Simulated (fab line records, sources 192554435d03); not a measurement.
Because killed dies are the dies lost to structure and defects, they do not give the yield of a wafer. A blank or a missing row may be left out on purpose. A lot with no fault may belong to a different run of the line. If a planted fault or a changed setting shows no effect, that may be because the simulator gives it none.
Split-lot trial :: flow n5 finfet :: on a route of 1938 steps: 7 lots, 21 wafers read

== ABOUT THE SPLIT ==
At N5_FIN_SAQP_COAT_10 (resist thk 90 nm), the setting spin rpm was moved away from the recipe's 1500 rpm on 5 of the 21 wafers read, by -10.7% to +3.8%. All remaining wafers had this setting at the recipe value.

No step appears in the file between the split and the reading.

== THE READING ==
CAR-ArF_of_FIN_SAQP_COAT_10.thk nm (the simulator's own value, which no gauge read), in nm, at N5_FIN_SAQP_DEVELOP_15 (develop time 30 s). The file does not state a usual value for it. The 16 wafers here that ran the recipe average 88.10 nm, standard deviation 0.21 nm.

wafer: L078.3
tool, chamber at the split: litho track-04, 0
spin rpm as run, rpm: 1500
against the recipe: recipe
CAR-ArF_of_FIN_SAQP_COAT_10.thk nm, nm: 88.43
against lot-mates on the recipe: -

wafer: L078.5
tool, chamber at the split: litho track-04, 0
spin rpm as run, rpm: 1500
against the recipe: recipe
CAR-ArF_of_FIN_SAQP_COAT_10.thk nm, nm: 88.28
against lot-mates on the recipe: -

wafer: L078.6
tool, chamber at the split: litho track-04, 0
spin rpm as run, rpm: 1500
against the recipe: recipe
CAR-ArF_of_FIN_SAQP_COAT_10.thk nm, nm: 88.14
against lot-mates on the recipe: -

wafer: L081.1
tool, chamber at the split: litho track-03, 0
spin rpm as run, rpm: 1339
against the recipe: -10.7%
CAR-ArF_of_FIN_SAQP_COAT_10.thk nm, nm: 93.49
against lot-mates on the recipe: +5.25

wafer: L081.2
tool, chamber at the split: litho track-03, 0
spin rpm as run, rpm: 1500
against the recipe: recipe
CAR-ArF_of_FIN_SAQP_COAT_10.thk nm, nm: 88.24
against lot-mates on the recipe: -

wafer: L081.4
tool, chamber at the split: litho track-03, 0
spin rpm as run, rpm: 1339
against the recipe: -10.7%
CAR-ArF_of_FIN_SAQP_COAT_10.thk nm, nm: 93.55
against lot-mates on the recipe: +5.31

wafer: L082.1
tool, chamber at the split: litho track-03, 0
spin rpm as run, rpm: 1500
against the recipe: recipe
CAR-ArF_of_FIN_SAQP_COAT_10.thk nm, nm: 88.26
against lot-mates on the recipe: -

wafer: L082.3
tool, chamber at the split: litho track-03, 0
spin rpm as run, rpm: 1500
against the recipe: recipe
CAR-ArF_of_FIN_SAQP_COAT_10.thk nm, nm: 88.36
against lot-mates on the recipe: -

wafer: L082.6
tool, chamber at the split: litho track-03, 0
spin rpm as run, rpm: 1500
against the recipe: recipe
CAR-ArF_of_FIN_SAQP_COAT_10.thk nm, nm: 88.39
against lot-mates on the recipe: -

wafer: L083.2
tool, chamber at the split: litho track-05, 0
spin rpm as run, rpm: 1500
against the recipe: recipe
CAR-ArF_of_FIN_SAQP_COAT_10.thk nm, nm: 87.9
against lot-mates on the recipe: -

wafer: L083.5
tool, chamber at the split: litho track-05, 0
spin rpm as run, rpm: 1500
against the recipe: recipe
CAR-ArF_of_FIN_SAQP_COAT_10.thk nm, nm: 87.89
against lot-mates on the recipe: -

wafer: L083.6
tool, chamber at the split: litho track-05, 0
spin rpm as run, rpm: 1500
against the recipe: recipe
CAR-ArF_of_FIN_SAQP_COAT_10.thk nm, nm: 88.16
against lot-mates on the recipe: -

wafer: L084.1
tool, chamber at the split: litho track-04, 0
spin rpm as run, rpm: 1500
against the recipe: recipe
CAR-ArF_of_FIN_SAQP_COAT_10.thk nm, nm: 87.78
against lot-mates on the recipe: -

wafer: L084.3
tool, chamber at the split: litho track-04, 0
spin rpm as run, rpm: 1500
against the recipe: recipe
CAR-ArF_of_FIN_SAQP_COAT_10.thk nm, nm: 87.79
against lot-mates on the recipe: -

wafer: L084.5
tool, chamber at the split: litho track-04, 0
spin rpm as run, rpm: 1451
against the recipe: -3.3%
CAR-ArF_of_FIN_SAQP_COAT_10.thk nm, nm: 89.42
against lot-mates on the recipe: +1.64

wafer: L096.2
tool, chamber at the split: litho track-04, 0
spin rpm as run, rpm: 1500
against the recipe: recipe
CAR-ArF_of_FIN_SAQP_COAT_10.thk nm, nm: 88.03
against lot-mates on the recipe: -

wafer: L096.3
tool, chamber at the split: litho track-04, 0
spin rpm as run, rpm: 1500
against the recipe: recipe
CAR-ArF_of_FIN_SAQP_COAT_10.thk nm, nm: 87.93
against lot-mates on the recipe: -

wafer: L096.6
tool, chamber at the split: litho track-04, 0
spin rpm as run, rpm: 1500
against the recipe: recipe
CAR-ArF_of_FIN_SAQP_COAT_10.thk nm, nm: 87.86
against lot-mates on the recipe: -

wafer: L097.2
tool, chamber at the split: litho track-04, 0
spin rpm as run, rpm: 1500
against the recipe: recipe
CAR-ArF_of_FIN_SAQP_COAT_10.thk nm, nm: 88.19
against lot-mates on the recipe: -

wafer: L097.3
tool, chamber at the split: litho track-04, 0
spin rpm as run, rpm: 1557
against the recipe: +3.8%
CAR-ArF_of_FIN_SAQP_COAT_10.thk nm, nm: 86.46
against lot-mates on the recipe: -1.73

wafer: L097.4
tool, chamber at the split: litho track-04, 0
spin rpm as run, rpm: 1557
against the recipe: +3.8%
CAR-ArF_of_FIN_SAQP_COAT_10.thk nm, nm: 86.37
against lot-mates on the recipe: -1.82

FIT RESULTS
A straight line over all 21 wafers: CAR-ArF_of_FIN_SAQP_COAT_10.thk nm changes by -0.493 nm for each +1% of spin rpm; r = -0.99; the points scatter about the line by 0.22 nm.
The same after taking each lot's own level away (the mean of its wafers on the recipe; 21 wafers): -0.489 nm for each +1%; r = -1.00; scatter 0.084 nm.
Per that fit: largest spin rpm move, reading shift of 5.2 nm.
Across the lots, their own levels run from 87.785 to 88.337 nm, a range of 2.6 times the standard deviation given above.
So the lot-to-lot level changes the slope little: the two slopes agree.
Check: with one of the wafers moved furthest among these (-10.7%) left out of the fit, the line predicts +5.27 nm for it against its lot-mates. Against them it came out at +5.25 nm.

== OTHER SPLITS APPLIED TO THESE WAFERS ==
Before the reading, these wafers also passed through other splits. Each is held against what the fit with the lots' levels taken away leaves over:
other split on the same wafers: N5_ZERO_LAYER_COAT_05 spin rpm
wafers away from the commonest value: 7
r with CAR-ArF_of_FIN_SAQP_COAT_10.thk nm (lot level and that fit taken away): -0.05

other split on the same wafers: N5_ZERO_LAYER_EXPOSE_08 dose mj
wafers away from the commonest value: 10
r with CAR-ArF_of_FIN_SAQP_COAT_10.thk nm (lot level and that fit taken away): -0.02

other split on the same wafers: N5_WELL_APT_EXPOSE_22 dose mj
wafers away from the commonest value: 8
r with CAR-ArF_of_FIN_SAQP_COAT_10.thk nm (lot level and that fit taken away): -0.09

other split on the same wafers: N5_WELL_APT_DEVELOP_24 develop time s
wafers away from the commonest value: 10
r with CAR-ArF_of_FIN_SAQP_COAT_10.thk nm (lot level and that fit taken away): -0.06

== THE WHOLE CHAIN: every reading that the file lists as answering this split, in the file's order ==
step: N5_FIN_SAQP_COAT_10
what it does: resist thk 90 nm
reading: CAR-ArF_of_FIN_SAQP_COAT_10.thk nm (the simulator's own value, which no gauge read)
change (the file's fit): -0.484 nm for each +1% of the setting
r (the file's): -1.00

step: N5_FIN_SAQP_DEVELOP_15
what it does: develop time 30 s
reading: CAR-ArF_of_FIN_SAQP_COAT_10.thk nm (the simulator's own value, which no gauge read)
change (the file's fit): -0.49 nm for each +1% of the setting
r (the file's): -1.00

== FILE'S OWN FIT ==
CAR-ArF_of_FIN_SAQP_COAT_10.thk nm changes by -0.49 nm for each +1% of spin rpm, r = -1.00.
